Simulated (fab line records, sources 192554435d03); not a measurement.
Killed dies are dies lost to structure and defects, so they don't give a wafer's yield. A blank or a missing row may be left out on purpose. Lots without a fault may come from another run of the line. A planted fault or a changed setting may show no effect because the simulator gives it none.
A struck lot beside a sound one | flow n5_finfet | 38 steps out of a route of 1938
Sound: wafers L862.1, L862.4, L862.6. Struck: wafer L853.6. (L853.4 of the same lot was not struck and is left out.) The cause comes at the end.
At each step with rows: each side's tool, then ch and its chambers, then its first start. Under that, the readings that differ: sound wafers | struck wafers | difference of the means | sigmas: that difference in standard deviations of wafers without a fault.
alike: readings whose means differ by less than 2 such deviations, and words and numbers that are the same on both sides. not compared: withheld readings, readings that some wafer has no value for, bounds like >300 that may hide the same value, and numbers for which the record gives no deviation and whose values overlap.
The two part at a step that has a row with sigmas, a row that says differs or no value, or rows on one side only. Numbers that don't overlap but have no deviation are shown without sigmas and don't part them. A reading that every wafer of one side lacks parts them only if that side has two wafers or more.

first, 11 steps without rows for these wafers: N5_BEOL_M12_ETCH_59 (etches BARC in N2/H2, target depth 89 nm, overetch 26.7 nm, time 67.9 s); N5_BEOL_M12_VIA_ETCH_16 (etches SiOC in C4F8/O2/Ar, target depth 724.8 nm); N5_BEOL_M12_STRIP_63 (strips in N2/H2); N5_BEOL_M12_STRIP_64 (strips in N2/H2); N5_BEOL_M12_STRIP_71 (strips in post etch residue remover, time 60 s); N5_BEOL_M12_SRD_72 (time 30 s, dry time 30 s); N5_BEOL_M12_COAT_65 (time 60 s, resist thk 300 nm); N5_BEOL_M12_COAT_66 (time 60 s, resist thk 110 nm); N5_BEOL_M12_COAT_22 (resist thk 300 nm); N5_BEOL_M12_EBR_24; N5_BEOL_M12_SOFTBAKE_23 (time 60 s).
N5_BEOL_M12_EXPOSE_25: exposes mask M12.
  sound on krf_scanner-02 ch 0, day 16 14:49; struck on krf_scanner-01 ch 0, day 14 05:47
  alike: mask
then, 3 steps without rows for these wafers: N5_BEOL_M12_PEB_26 (peb time 90 s); N5_BEOL_M12_DEVELOP_27 (develop time 45 s); N5_BEOL_M12_HARDBAKE_32 (time 120 s).
N5_BEOL_M12_CD_MEAS_28: target cd 160.2 nm.
  sound on cd_sem-02 ch 0, day 16 14:59; struck on cd_sem-02 ch 0, day 14 05:57
  reading    | sound             | struck | difference | sigmas
  cd_nm (nm) | 159.7 160.0 159.0 | 172.9  | +13.3      | +13
then, 20 steps without rows for these wafers: N5_BEOL_M12_DESCUM_33 (chemistry O2, time 7.9 s); N5_BEOL_M12_ETCH_67 (etches SiARC in CF4, target depth 143 nm, time 238.3 s); N5_BEOL_M12_ETCH_68 (etches SOC in N2/H2, time 285 s); N5_BEOL_M12_STRIP_69 (strips in N2/H2); N5_BEOL_M12_TRENCH_ETCH_34 (etches SiOC in C4F8/O2/Ar, target depth 318.95 nm, time 125.5 s); N5_BEOL_M12_STRIP_70 (strips in C4F8/O2/Ar); N5_BEOL_M12_STRIP_37 (strips in N2/H2); N5_BEOL_M12_ETCH_38 (etches SiCN in CF4/N2, target depth 68.7 nm, time 73.4 s); N5_BEOL_M12_PRECLEAN_39 (cleans in residue remover, time 60 s); N5_BEOL_M12_SRD_40 (time 30 s, dry time 30 s); N5_BEOL_M12_DEGAS_41 (time 60 s); N5_BEOL_M12_PRE_CLEAN_42 (time 30 s); N5_BEOL_M12_SPUTTER_43 (material TaN, target thk 15 nm, time 24.19 s); N5_BEOL_M12_SPUTTER_44 (material Ta, target thk 10 nm, time 16.13 s); N5_BEOL_M12_SPUTTER_45 (material Cu, target thk 80 nm, time 13.33 s); N5_BEOL_M12_ECD_47 (material Cu, target thk 720 nm); N5_BEOL_M12_ANNEAL_48 (time 90 s); N5_BEOL_M12_CMP_49 (polishes, stops on SiOC, t overpolish 20.6 s, target thk 320 nm); N5_BEOL_M12_PRE_CLEAN_52 (time 15 s); N5_BEOL_M12_DEP_53 (deposits SiCN from 3MS/NH3, target thk 30 nm, time 10.5 s).
N5_BEOL_M15_RC_MEAS_101:
  sound on prober-01 ch 0, day 18 03:16; struck on prober-01 ch 0, day 15 03:50
  reading                    | sound                   | struck  | difference | sigmas
  COMB_M5 (S/m)              | 2.2e-11 3e-11 2.1e-11   | 4.9e-11 | +2.5e-11   | +3
  COMB_M7 (S/m)              | 1.8e-11 2.3e-11 1.8e-11 | 3.1e-11 | +1.1e-11   | +2
  COMB_M8 (S/m)              | 4.2e-11 3.8e-11 3.5e-11 | 1.9e-11 | -1.9e-11   | -3
  COMB_M9 (S/m)              | 1e-11 8e-12 8e-12       | 1.7e-11 | +8.3e-12   | +3
  SERP_M12 (ohm/um)          | 0.639 0.651 0.640       | 0.549   | -0.094     | -9
  SERP_M12_max_site (ohm/um) | 0.651 0.667 0.655       | 0.561   | -0.097     | -7
  SERP_M5 (ohm/um)           | 41.7 39.9 41.6          | 37.1    | -4.0       | -3
  SERP_M7 (ohm/um)           | 14.5 14.6 13.8          | 13.5    | -0.8       | -2
  alike: COMB_M10, COMB_M11, COMB_M12, COMB_M13, COMB_M14, COMB_M15, COMB_M15_max_site, COMB_M6, SERP_M10, SERP_M11, SERP_M13, SERP_M14, SERP_M5_max_site, SERP_M6, SERP_M8, SERP_M9
N5_PASSIVATION_PROBE_49:
  the record has rows for the struck wafers here (prober-02, day 15 20:00) and none for the sound ones

WHERE THEY PART
First at N5_BEOL_M12_CD_MEAS_28; last, within this record, at N5_PASSIVATION_PROBE_49.

WHY: what the simulator had put in
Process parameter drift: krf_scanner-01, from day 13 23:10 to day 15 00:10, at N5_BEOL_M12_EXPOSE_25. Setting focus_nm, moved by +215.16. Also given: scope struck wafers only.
